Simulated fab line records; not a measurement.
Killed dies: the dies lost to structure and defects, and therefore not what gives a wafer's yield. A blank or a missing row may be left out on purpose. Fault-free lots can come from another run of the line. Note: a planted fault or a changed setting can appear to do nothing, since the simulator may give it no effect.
fab line records	flow n5Finfet
[record] lots = 5	wafers = 15	lastDay = 17
route steps=1938 shown BEOL_M4@1096 BEOL_M5@1112
lots untouched by any fault: they come from a run of this same line in which no faults occurred
startH: the number of hours between the record's first day and the start of the first shown wafer of the lot	waitH: hours from the lot's prior step to this one	" identical to the entry in the row above	L1.1+2: a single row standing in for several wafers	- value missing, or start not given	* or withheld: withheld	< > ~ a bound
route shown NAME@n: NAME is a module with steps in the file, n the number in the route of the first one	usual: average and standard deviation across the fault-free wafers	same: alike in all rows	chamber/n: place in a boat	sites: the reading at each site	_std_site: the values' standard deviation	_edge_site: outer sites' mean less inner sites'	radiusMm: how far each site lies from the wafer's centre	mask NAME#n: copy n	behind: tool/chamber where the wafer was last shaped	hold: why the lot was held/for how many hours/how that ended	device: names the non-switching transistor (n, p or np)	end of line: the route-end tests of the same wafers	a step with no rows: only its recipe	killed: not the wafer's yield, but the dies lost to structure and defects at the first sort	map: shows each die of a wafer: x if killed, . if not, _ if none is there
set.NAME: the run value of the setting; set.NAME@STEP: its run value at that earlier step	model.NAME: the simulator's own value behind a step, which no gauge read
lots at some steps of the route; a table a step, a row a wafer
services: a tool's chamber out of use, with start hour (startH, from the record's first day; less than 0 if before it), hours out, and reason
[[steps]]
[step N5_BEOL_M4_SPUTTER_92]
[recipe] material = Cu	targetThkA = 45	tempC = -20	chamberPressurePa = 0.07	powerW = withheld	timeS = 8.29
[usual] susceptorTempC = -20.01/0.11	throttleValvePct = 30.3/1
lot.wafer	tool	chamber	startH	waitH	susceptorTempC	throttleValvePct
L075.2	pvdSputter-01	-	173.95	0.1	-20.10	30.8
L075.3	"	-	"	"	-20.02	30.7
L075.4	"	-	"	"	-20.07	29.8
L076.2	pvdSputter-03	-	178.11	0.1	-20.01	32.1
L076.4	"	-	"	"	-19.93	29.2
L076.6	"	-	"	"	-20.00	29.2
L079.1	pvdSputter-03	-	198.84	0.1	-20.00	29.6
L079.3	"	-	"	"	-20.06	30.1
L079.4	"	-	"	"	-20.08	29.4
L086.2	pvdSputter-03	-	245.44	0.1	-19.75	29.5
L086.3	"	-	"	"	-20.01	32.1
L086.4	"	-	"	"	-20.23	30.2
L094.1	pvdSputter-03	-	303.53	0.1	-20.25	29.4
L094.3	"	-	"	"	-19.99	29.5
L094.6	"	-	"	"	-19.89	29.1
[step N5_BEOL_M4_ANNEAL_93]
[recipe] tempC = 400	timeS = 240	ambient = vacuum
[usual] heaterPowerW = 789/88	susceptorTempC = 399.98/0.23
lot.wafer	tool	chamber	startH	waitH	heaterPowerW	susceptorTempC
L075.2	pvdSputter-01	-	174.03	0.0	899	399.74
L075.3	"	-	"	"	703	399.72
L075.4	"	-	"	"	716	400.14
L076.2	pvdSputter-03	-	178.19	0.0	699	400.08
L076.4	"	-	"	"	720	399.78
L076.6	"	-	"	"	785	400.12
L079.1	pvdSputter-03	-	198.92	0.0	766	399.97
L079.3	"	-	"	"	782	400.05
L079.4	"	-	"	"	729	399.94
L086.2	pvdSputter-03	-	245.52	0.0	778	399.59
L086.3	"	-	"	"	708	399.75
L086.4	"	-	"	"	806	399.88
L094.1	pvdSputter-03	-	303.61	0.0	778	399.96
L094.3	"	-	"	"	706	399.76
L094.6	"	-	"	"	715	399.89
[step N5_BEOL_M4_SPUTTER_94]
[recipe] material = Cu	targetThkA = 45	tempC = -20	chamberPressurePa = 0.07	powerW = withheld	timeS = 8.29
[usual] susceptorTempC = -20.00/0.1	throttleValvePct = 30.3/1
lot.wafer	tool	chamber	startH	waitH	susceptorTempC	throttleValvePct
L075.2	pvdSputter-01	-	174.17	0.1	-19.84	30.9
L075.3	"	-	"	"	-20.10	30.9
L075.4	"	-	"	"	-19.93	30.3
L076.2	pvdSputter-03	-	178.33	0.1	-20.00	32.0
L076.4	"	-	"	"	-19.79	29.3
L076.6	"	-	"	"	-19.93	29.4
L079.1	pvdSputter-03	-	199.06	0.1	-20.14	29.3
L079.3	"	-	"	"	-19.92	30.0
L079.4	"	-	"	"	-20.06	29.5
L086.2	pvdSputter-03	-	245.66	0.1	-19.88	29.2
L086.3	"	-	"	"	-19.96	32.1
L086.4	"	-	"	"	-19.99	30.2
L094.1	pvdSputter-03	-	303.75	0.1	-20.01	29.5
L094.3	"	-	"	"	-20.02	29.5
L094.6	"	-	"	"	-20.00	29.2
[step N5_BEOL_M4_ANNEAL_95]
[recipe] tempC = 400	timeS = 240	ambient = vacuum
[usual] heaterPowerW = 786/88	susceptorTempC = 400.00/0.21
lot.wafer	tool	chamber	startH	waitH	heaterPowerW	susceptorTempC
L075.2	pvdSputter-01	-	174.25	0.0	870	399.99
L075.3	"	-	"	"	714	399.91
L075.4	"	-	"	"	723	399.91
L076.2	pvdSputter-03	-	178.41	0.0	706	399.82
L076.4	"	-	"	"	716	399.93
L076.6	"	-	"	"	750	399.93
L079.1	pvdSputter-03	-	199.14	0.0	751	399.99
L079.3	"	-	"	"	786	400.17
L079.4	"	-	"	"	719	399.46
L086.2	pvdSputter-03	-	245.74	0.0	766	400.36
L086.3	"	-	"	"	696	399.91
L086.4	"	-	"	"	782	399.85
L094.1	pvdSputter-03	-	303.83	0.0	765	400.10
L094.3	"	-	"	"	722	400.10
L094.6	"	-	"	"	707	400.20
[step N5_BEOL_M4_SPUTTER_96]
[recipe] material = Cu	targetThkA = 45	tempC = -20	chamberPressurePa = 0.07	powerW = withheld	timeS = 8.29
[usual] susceptorTempC = -20.01/0.1	throttleValvePct = 30.3/1.1
lot.wafer	tool	chamber	startH	waitH	susceptorTempC	throttleValvePct
L075.2	pvdSputter-01	-	174.39	0.1	-19.76	30.8
L075.3	"	-	"	"	-19.92	30.8
L075.4	"	-	"	"	-19.98	29.9
L076.2	pvdSputter-03	-	178.55	0.1	-20.11	32.1
L076.4	"	-	"	"	-20.04	29.4
L076.6	"	-	"	"	-19.97	29.5
L079.1	pvdSputter-03	-	199.28	0.1	-19.94	29.4
L079.3	"	-	"	"	-19.91	30.2
L079.4	"	-	"	"	-20.04	29.5
L086.2	pvdSputter-03	-	245.88	0.1	-19.92	29.5
L086.3	"	-	"	"	-20.04	32.3
L086.4	"	-	"	"	-19.76	30.2
L094.1	pvdSputter-03	-	303.97	0.1	-19.95	29.4
L094.3	"	-	"	"	-20.01	29.2
L094.6	"	-	"	"	-19.97	29.5
[step N5_BEOL_M4_ECD_50]
[recipe] material = Cu	targetThkA = 3000
lot.wafer	tool	chamber	startH	waitH
L075.2+3+4	ecdCu-01	1,1,0	174.51	0.1
L076.2+4+6	ecdCu-01	0,1,1	178.67	0.1
L079.1+3+4	ecdCu-02	0,1,0	199.40	0.1
L086.2+3+4	ecdCu-02	1,0,1	245.99	0.1
L094.1+3+6	ecdCu-02	0,1,0	304.09	0.1
[step N5_BEOL_M4_ANNEAL_51]
[recipe] tempC = 225	timeS = 90	ambient = N2
[usual] wafer_temp_C_max = 226.0/0.67
lot.wafer	tool	chamber	startH	waitH	wafer_temp_C_max
L075.2	rtpAnneal-02	0	174.63	0.1	225.5
L075.3	"	0	"	"	225.6
L075.4	"	0	"	"	225.4
L076.2	rtpAnneal-02	0	178.79	0.1	225.6
L076.4	"	0	"	"	225.6
L076.6	"	0	"	"	225.6
L079.1	rtpAnneal-02	0	199.48	0.1	225.4
L079.3	"	0	"	"	225.5
L079.4	"	0	"	"	225.4
L086.2	rtpAnneal-02	0	246.12	0.1	225.5
L086.3	"	0	"	"	225.4
L086.4	"	0	"	"	225.5
L094.1	rtpAnneal-02	0	304.17	0.1	225.5
L094.3	"	0	"	"	225.5
L094.6	"	0	"	"	225.4
[step N5_BEOL_M4_CMP_52]
[recipe] stopOn = SiOC	tOverpolishS = 6.8	downForcePsi = 1	platenRpm = 50	clearingPlatenDownForcePsi = 1.5	clearingPlatenRpm = 50	postCmpClean = cuAlkaline	targetThkNm = 40	clearingPlatenPadVelocityMS = 0.99484	padVelocityMS = 0.99484
[usual] barrierFieldEndpointS = 24.8/0.6	clearingPlatenDownForcePsi = 1.5001/0.0028	motorCurrentA = 5.9/0.53	overpolishRunS = 6.800/0.0098	slurryFilterDpKPa = 13.49/0.14	timeToEndpointS = 63/3.7
lot.wafer	tool	chamber	startH	waitH	barrierFieldEndpointS	clearingPlatenDownForcePsi	motorCurrentA	overpolishRunS	slurryFilterDpKPa	timeToEndpointS
L075.4	cmp-01	2	174.92	0.2	24.4	1.5022	5.9	6.814	13.49	58
L075.2	"	3	"	"	25.7	1.5021	6.7	6.788	13.36	67
L075.3	"	0	"	"	25.2	1.5041	6.4	6.788	13.34	62
L076.4	cmp-04	2	179.04	0.1	25.4	1.4985	5.6	6.801	13.40	68
L076.2	"	0	"	"	25.0	1.4980	6.2	6.804	13.60	65
L076.6	"	3	"	"	25.1	1.4968	6.7	6.805	13.41	64
L079.1	cmp-01	1	199.81	0.3	24.3	1.5046	5.4	6.787	13.50	61
L079.4	"	2	"	"	23.8	1.4966	5.5	6.798	13.49	62
L079.3	"	3	"	"	25.4	1.5001	6.4	6.798	13.68	72
L086.4	cmp-02	0	246.41	0.2	24.7	1.4984	5.6	6.798	13.50	62
L086.3	"	1	"	"	24.8	1.4968	6.0	6.791	13.70	61
L086.2	"	2	"	"	24.9	1.4959	6.0	6.806	13.39	64
L094.3	cmp-04	1	304.50	0.2	24.4	1.5007	4.9	6.809	13.58	65
L094.1	"	3	"	"	24.6	1.5009	6.6	6.790	13.51	63
L094.6	"	1	"	"	25.2	1.4968	4.7	6.809	13.68	63
[step N5_BEOL_M4_THK_MEAS_53]
[recipe] thkMeasGauge = xrf	reads = Cu_of_BEOL_M4_ECD_50
[usual] M4_THK = 39.5/1.7
lot.wafer	tool	chamber	startH	waitH	M4_THK[nm]
L075.2	filmMetro-02	-	175.18	-	39.9
L075.3	"	-	"	"	40.8
L075.4	"	-	"	"	40.1
L076.2	filmMetro-01	-	179.34	-	38.9
L076.4	"	-	"	"	38.9
L076.6	"	-	"	"	38.2
L079.1	filmMetro-02	-	200.07	-	37.3
L079.3	"	-	"	"	41.7
L079.4	"	-	"	"	39.3
L086.2	filmMetro-02	-	246.66	-	37.1
L086.3	"	-	"	"	40.6
L086.4	"	-	"	"	39.1
L094.1	filmMetro-02	-	304.76	-	41.0
L094.3	"	-	"	"	38.5
L094.6	"	-	"	"	37.7
[step N5_BEOL_M4_PRE_CLEAN_60]
[recipe] gas = NH3/H2	timeS = 15	tempC = *	rfPowerW = 300
[usual] heaterPowerW = 84/14	susceptorTempC = *
lot.wafer	tool	chamber	startH	waitH	heaterPowerW	susceptorTempC
L075.2	cvdCo-01	2	175.21	0.0	77	*
L075.3	"	0	"	"	68	*
L075.4	"	0	"	"	67	*
L076.2	cvdCo-01	0	179.37	0.0	67	*
L076.4	"	1	"	"	111	*
L076.6	"	0	"	"	68	*
L079.1	cvdCo-01	0	200.10	0.0	67	*
L079.3	"	1	"	"	109	*
L079.4	"	2	"	"	75	*
L086.2	cvdCo-01	0	246.70	0.0	67	*
L086.3	"	1	"	"	110	*
L086.4	"	2	"	"	78	*
L094.1	cvdCo-02	1	304.80	0.0	75	*
L094.3	"	2	"	"	87	*
L094.6	"	2	"	"	88	*
[step N5_BEOL_M4_CO_CAP_55]
[recipe] material = Co	targetThkA = 20	tempC = 200	precursor = CCTBA/H2	pressureTorr = 30	timeS = 102.1
[usual] heaterPowerW = 235/18	susceptorTempC = 200.00/0.15
lot.wafer	tool	chamber	startH	waitH	heaterPowerW	susceptorTempC
L075.2	cvdCo-01	2	175.25	0.0	223	200.03
L075.3	"	0	"	"	212	200.06
L075.4	"	0	"	"	212	199.96
L076.2	cvdCo-01	0	179.41	0.0	213	199.86
L076.4	"	1	"	"	264	200.08
L076.6	"	0	"	"	212	199.93
L079.1	cvdCo-01	0	200.14	0.0	213	199.86
L079.3	"	1	"	"	269	199.93
L079.4	"	2	"	"	219	200.13
L086.2	cvdCo-01	0	246.74	0.0	213	199.94
L086.3	"	1	"	"	273	200.13
L086.4	"	2	"	"	224	200.18
L094.1	cvdCo-02	1	304.84	0.0	223	199.78
L094.3	"	2	"	"	241	199.86
L094.6	"	2	"	"	245	199.80
[step N5_BEOL_M4_PRE_CLEAN_56]
[recipe] gas = NH3	timeS = 15	tempC = withheld	rfPowerW = 300
lot.wafer	tool	chamber	startH	waitH
L075.2+3+4	pecvd-03	0,1,0	175.35	0.1
L076.2+4+6	pecvd-03	1,1,0	179.51	0.1
L079.1+3+4	pecvd-03	2,0,2	200.24	0.1
L086.2+3+4	pecvd-03	2,0,1	246.83	0.1
L094.1+3+6	pecvd-03	1,2,1	304.93	0.1
[step N5_BEOL_M4_DEP_57]
[recipe] material = SiCN	targetThkA = 80	tempC = withheld	precursor = 3MS/NH3	pressureTorr = 3	rfW = 202	timeS = 14
[usual] showerheadPlenumPTorr = 3.668/0.013	throttleValvePct = 9.0/0.83
lot.wafer	tool	chamber	startH	waitH	showerheadPlenumPTorr	throttleValvePct
L075.2	pecvd-03	0	175.37	0.0	3.674	8.8
L075.3	"	1	"	"	3.701	9.9
L075.4	"	0	"	"	3.668	9.0
L076.2	pecvd-03	1	179.53	0.0	3.692	9.5
L076.4	"	1	"	"	3.691	9.7
L076.6	"	0	"	"	3.673	8.8
L079.1	pecvd-03	2	200.26	0.0	3.670	8.5
L079.3	"	0	"	"	3.671	8.9
L079.4	"	2	"	"	3.658	8.7
L086.2	pecvd-03	2	246.86	0.0	3.659	8.7
L086.3	"	0	"	"	3.676	8.9
L086.4	"	1	"	"	3.680	9.4
L094.1	pecvd-03	1	304.95	0.0	3.683	9.5
L094.3	"	2	"	"	3.657	8.7
L094.6	"	1	"	"	3.685	9.7
[step N5_BEOL_M4_RS_MEAS_58]
[recipe] thkMeasGauge = four-point-probe	reads = Co_of_BEOL_M4_CO_CAP_55+Cu_of_BEOL_M4_ECD_50+Co_of_BEOL_M4_CVD_47+TaN_of_BEOL_M4_ALD_84
[usual] M4_RS = 0.68/0.036
lot.wafer	tool	chamber	startH	waitH	M4_RS[ohm/sq]
L075.2	filmMetro-02	-	175.44	0.1	0.67
L075.3	"	-	"	"	0.65
L075.4	"	-	"	"	0.66
L076.2	filmMetro-01	-	179.60	0.1	0.69
L076.4	"	-	"	"	0.69
L076.6	"	-	"	"	0.70
L079.1	filmMetro-01	-	200.33	0.0	0.73
L079.3	"	-	"	"	0.63
L079.4	"	-	"	"	0.68
L086.2	filmMetro-01	-	246.92	0.1	0.73
L086.3	"	-	"	"	0.66
L086.4	"	-	"	"	0.69
L094.1	filmMetro-01	-	305.02	0.0	0.65
L094.3	"	-	"	"	0.71
L094.6	"	-	"	"	0.72
[step N5_BEOL_M4_INSPECT_59]
[recipe] inspectInstrument = darkfield	mode = postDep
[usual] rawDefectCount = 71/23
lot.wafer	tool	chamber	startH	waitH	rawDefectCount
L075.2	defectInspect-01	-	175.46	0.0	115
L075.3	"	-	"	"	106
L075.4	"	-	"	"	46
L076.2	defectInspect-01	-	179.62	0.0	77
L076.4	"	-	"	"	95
L076.6	"	-	"	"	61
L079.1	defectInspect-02	-	200.35	0.0	79
L079.3	"	-	"	"	93
L079.4	"	-	"	"	63
L086.2	defectInspect-01	-	246.95	0.0	107
L086.3	"	-	"	"	41
L086.4	"	-	"	"	69
L094.1	defectInspect-02	-	305.04	0.0	40
L094.3	"	-	"	"	56
L094.6	"	-	"	"	58
[step N5_BEOL_M4_RC_MEAS_101]
[usual] DIBL_N = 36.2/1.6	DIBL_P = 36.1/2	IOFF_N = 0.16/0.032	IOFF_P = 0.22/0.036	ION_N = 672/11	ION_P = 463/7.5	SS_N = 71.4/0.58	SS_P = 73.2/0.67	VT_N = 250/3.3	VT_P = -250/3.3
lot.wafer	tool	chamber	startH	waitH	DIBL_N[mV/V]	DIBL_P[mV/V]	IOFF_N[nA/um]	IOFF_P[nA/um]	ION_N[uA/um]	ION_P[uA/um]	SS_N[mV/dec]	SS_P[mV/dec]	VT_N[mV]	VT_P[mV]
L075.2	prober-01	0	175.64	0.2	38.3	37.9	0.19	0.28	676	468	72.0	73.7	246	-245
L075.3	"	0	"	"	32.8	31.0	0.10	0.16	651	457	70.2	72.0	255	-255
L075.4	"	0	"	"	35.6	35.2	0.14	0.22	671	465	71.6	73.0	251	-249
L076.2	prober-02	0	179.80	0.2	35.6	35.6	0.14	0.19	669	456	71.1	73.0	253	-252
L076.4	"	0	"	"	38.6	39.1	0.19	0.26	690	477	71.7	74.3	246	-248
L076.6	"	0	"	"	35.1	35.2	0.14	0.18	670	458	71.6	72.7	252	-250
L079.1	prober-01	0	200.38	0.0	40.1	39.0	0.25	0.27	700	474	72.1	73.9	242	-247
L079.3	"	0	"	"	34.9	34.1	0.13	0.19	671	463	71.4	72.9	252	-253
L079.4	"	0	"	"	34.5	33.0	0.13	0.18	664	456	71.1	72.2	251	-249
L086.2	prober-02	0	247.13	0.2	34.8	35.3	0.16	0.23	689	477	70.9	72.6	246	-245
L086.3	"	0	"	"	37.3	37.4	0.20	0.27	690	472	71.5	74.3	248	-245
L086.4	"	0	"	"	38.0	37.1	0.20	0.25	686	471	71.9	73.0	246	-246
L094.1	prober-02	0	305.07	0.0	39.0	37.3	0.18	0.24	677	469	70.9	73.5	249	-248
L094.3	"	0	"	"	35.9	33.6	0.13	0.19	650	451	70.3	72.7	251	-251
L094.6	"	0	"	"	38.1	35.7	0.16	0.22	671	464	70.6	72.6	248	-248
[step N5_BEOL_M5_ILD_DEP_00]
[recipe] material = SiCOH_lowk	targetThkA = 1406.4	tempC = 300	precursor = DEMS/porogen	pressureTorr = 5	rfW = 500	timeS = 25.9
[usual] heaterPowerW = 323/35	showerheadPlenumPTorr = 5.746/0.015	susceptorTempC = 299.98/0.19	throttleValvePct = 14.0/0.89
lot.wafer	tool	chamber	startH	waitH	heaterPowerW	showerheadPlenumPTorr	susceptorTempC	throttleValvePct
L075.2	pecvd-02	0	176.46	0.7	335	5.739	300.25	15.2
L075.3	"	2	"	"	343	5.748	299.79	14.2
L075.4	"	0	"	"	328	5.723	300.00	15.6
L076.2	pecvd-02	2	180.61	0.7	333	5.757	299.90	14.3
L076.4	"	0	"	"	311	5.734	300.27	15.2
L076.6	"	0	"	"	313	5.729	299.96	15.0
L079.1	pecvd-02	2	201.34	0.8	297	5.753	299.87	13.9
L079.3	"	1	"	"	373	5.755	299.92	14.1
L079.4	"	1	"	"	304	5.750	300.07	14.1
L086.2	pecvd-03	2	247.94	0.7	364	5.739	300.04	13.3
L086.3	"	1	"	"	286	5.778	299.97	14.8
L086.4	"	0	"	"	326	5.742	300.17	13.4
L094.1	pecvd-03	2	306.03	0.8	331	5.739	299.89	13.4
L094.3	"	0	"	"	314	5.763	299.91	13.6
L094.6	"	2	"	"	350	5.739	299.84	13.6
[step N5_BEOL_M5_CURE_79]
[recipe] tempC = 385	timeS = 240	ambient = He/Ar	material = SiCOH_lowk
[usual] lampPowerPct = 52.31/0.052	wafer_temp_C_max = 386.8/0.6
lot.wafer	tool	chamber	startH	waitH	lampPowerPct	wafer_temp_C_max
L075.2	uvCure-03	0	176.62	0.1	52.27	386.6
L075.3	"	0	"	"	52.27	386.6
L075.4	"	0	"	"	52.36	387.0
L076.2	uvCure-02	2	180.77	0.1	52.32	386.3
L076.4	"	2	"	"	52.25	386.5
L076.6	"	2	"	"	52.34	385.9
L079.1	uvCure-01	0	201.40	0.0	52.35	387.1
L079.3	"	0	"	"	52.29	387.3
L079.4	"	0	"	"	52.36	387.4
L086.2	uvCure-02	2	248.29	0.3	52.36	387.4
L086.3	"	2	"	"	52.33	387.0
L086.4	"	2	"	"	52.39	386.6
L094.1	uvCure-01	2	306.09	0.0	52.34	386.4
L094.3	"	2	"	"	52.38	386.5
L094.6	"	2	"	"	52.30	387.1
[step N5_BEOL_M5_THK_MEAS_01]
[recipe] reads = SiCOH_lowk_of_BEOL_M5_ILD_DEP_00
[usual] M5_ILD_THK = 121.0/1.7
lot.wafer	tool	chamber	startH	waitH	M5_ILD_THK[nm]
L075.2	filmMetro-02	-	177.05	0.4	119.7
L075.3	"	-	"	"	118.7
L075.4	"	-	"	"	122.6
L076.2	filmMetro-01	-	181.20	0.4	119.4
L076.4	"	-	"	"	124.2
L076.6	"	-	"	"	124.1
L079.1	filmMetro-02	-	201.91	0.4	118.7
L079.3	"	-	"	"	117.7
L079.4	"	-	"	"	119.5
L086.2	filmMetro-02	-	248.72	0.4	120.2
L086.3	"	-	"	"	121.8
L086.4	"	-	"	"	121.9
L094.1	filmMetro-01	-	306.61	0.4	118.3
L094.3	"	-	"	"	119.1
L094.6	"	-	"	"	121.3
[step N5_BEOL_M5_PECVD_70]
[recipe] material = SiO2	targetThkA = 160	tempC = 400	precursor = TEOS/O2	pressureTorr = 5.5	rfW = 450	teosFlowSccm = 53.8	gas = O2	flowSccm = 3000	timeS = 18
[usual] heaterPowerW = 732/68	showerheadPlenumPTorr = 8.81/0.059	susceptorTempC = 399.96/0.22	throttleValvePct = 22.1/1.6
lot.wafer	tool	chamber	startH	waitH	heaterPowerW	showerheadPlenumPTorr	susceptorTempC	throttleValvePct
L075.2	pecvd-03	0	177.10	0.0	754	8.83	400.34	21.7
L075.3	"	1	"	"	693	8.89	399.74	23.8
L075.4	"	1	"	"	668	8.89	399.78	23.7
L076.2	pecvd-02	0	181.24	0.0	690	8.71	399.88	24.6
L076.4	"	0	"	"	688	8.73	400.25	24.7
L076.6	"	0	"	"	685	8.73	400.41	24.8
L079.1	pecvd-03	1	201.95	0.0	625	8.92	400.18	23.9
L079.3	"	2	"	"	831	8.78	399.69	21.4
L079.4	"	2	"	"	815	8.76	399.81	21.3
L086.2	pecvd-02	2	248.76	0.0	714	8.84	399.83	23.1
L086.3	"	1	"	"	748	8.85	399.45	22.4
L086.4	"	2	"	"	702	8.86	399.62	22.7
L094.1	pecvd-01	1	306.64	0.0	813	8.78	400.08	21.1
L094.3	"	1	"	"	823	8.76	399.90	21.1
L094.6	"	1	"	"	839	8.73	400.04	21.2
[step N5_BEOL_M5_HM_DEP_02]
[recipe] material = TiN	targetThkA = 200	tempC = 25	chamberPressurePa = 0.49996
[usual] susceptorTempC = 25.00/0.11	throttleValvePct = 30.1/0.99
lot.wafer	tool	chamber	startH	waitH	susceptorTempC	throttleValvePct
L075.2	pvdSputter-01	-	178.66	1.5	24.91	30.9
L075.3	"	-	"	"	24.95	29.9
L075.4	"	-	"	"	25.05	31.5
L076.2	pvdSputter-01	-	181.31	0.1	24.90	30.9
L076.4	"	-	"	"	24.84	31.7
L076.6	"	-	"	"	24.78	30.6
L079.1	pvdSputter-02	-	202.81	0.8	24.83	29.2
L079.3	"	-	"	"	25.03	28.7
L079.4	"	-	"	"	24.97	29.4
L086.2	pvdSputter-02	-	249.40	0.6	24.92	28.7
L086.3	"	-	"	"	25.06	29.3
L086.4	"	-	"	"	24.81	29.8
L094.1	pvdSputter-02	-	307.13	0.5	25.02	29.3
L094.3	"	-	"	"	25.08	29.5
L094.6	"	-	"	"	25.13	29.7
[step N5_BEOL_M5_COAT_59]
[recipe] resist = SOC	tempC = 250	timeS = 60	spinRpm = 1500	resistThkNm = 60
lot.wafer	tool	chamber	startH	waitH
L075.2+3+4	lithoTrack-04	0	178.78	0.1
L076.2+4+6	lithoTrack-04	0	181.44	0.1
L079.1+3+4	lithoTrack-05	0	202.93	0.1
L086.2+3+4	lithoTrack-05	0	249.53	0.1
L094.1+3+6	lithoTrack-05	0	307.26	0.1
[step N5_BEOL_M5_COAT_60]
[recipe] resist = SiARC	tempC = 220	timeS = 60	spinRpm = 1500	resistThkNm = 12
lot.wafer	tool	chamber	startH	waitH
L075.2+3+4	lithoTrack-04	0	-	-
L076.2+4+6	lithoTrack-04	0	-	-
L079.1+3+4	lithoTrack-05	0	-	-
L086.2+3+4	lithoTrack-05	0	-	-
L094.1+3+6	lithoTrack-05	0	-	-
[step N5_BEOL_M5_COAT_71]
[recipe] resist = underlayer	tempC = 205	timeS = 60	spinRpm = 1500	resistThkNm = 5
lot.wafer	tool	chamber	startH	waitH
L075.2+3+4	lithoTrack-04	0	-	-
L076.2+4+6	lithoTrack-04	0	-	-
L079.1+3+4	lithoTrack-05	0	-	-
L086.2+3+4	lithoTrack-05	0	-	-
L094.1+3+6	lithoTrack-05	0	-	-
[step N5_BEOL_M5_COAT_05]
[recipe] resist = CAR-EUV	spinRpm = 1500	resistThkNm = 30
lot.wafer	tool	chamber	startH	waitH
L075.2+3+4	lithoTrack-04	0	-	-
L076.2+4+6	lithoTrack-04	0	-	-
L079.1+3+4	lithoTrack-05	0	-	-
L086.2+3+4	lithoTrack-05	0	-	-
L094.1+3+6	lithoTrack-05	0	-	-
[step N5_BEOL_M5_EBR_07]
[recipe] solvent = PGMEA	ebrWidthMm = 1.5
lot.wafer	tool	chamber	startH	waitH
L075.2+3+4	lithoTrack-04	0	-	-
L076.2+4+6	lithoTrack-04	0	-	-
L079.1+3+4	lithoTrack-05	0	-	-
L086.2+3+4	lithoTrack-05	0	-	-
L094.1+3+6	lithoTrack-05	0	-	-
[[services]]
tool	chamber	startH	hours	kind
cvdCo-01	-	150.27	6.0	pm
uvCure-02	-	157.26	1.0	pm
pvdSputter-02	-	157.68	14.3	repair
uvCure-02	-	160.76	13.8	repair
cmp-04	-	167.40	3.8	repair
cvdCo-02	2	170.31	5.1	repair
uvCure-02	-	181.18	1.8	repair
uvCure-01	-	182.23	10.5	repair
cmp-04	-	182.93	1.8	repair
cmp-04	-	188.59	1.0	repair
cvdCo-02	2	189.78	8.0	repair
pecvd-02	-	193.63	1.1	repair
cmp-04	-	197.14	0.6	repair
pecvd-03	-	200.41	0.4	repair
pvdSputter-02	-	207.32	1.6	repair
cvdCo-01	-	208.98	14.6	pm
cmp-01	-	209.41	4.0	pm
pecvd-03	0	214.70	6.0	repair
pecvd-02	2	227.03	2.5	repair
cmp-04	-	235.74	4.0	pm
ecdCu-01	-	265.90	1.6	repair
uvCure-01	-	267.92	2.1	pm
rtpAnneal-02	-	287.30	3.2	pm
cmp-01	-	291.99	1.7	repair
[[key]]
fault none
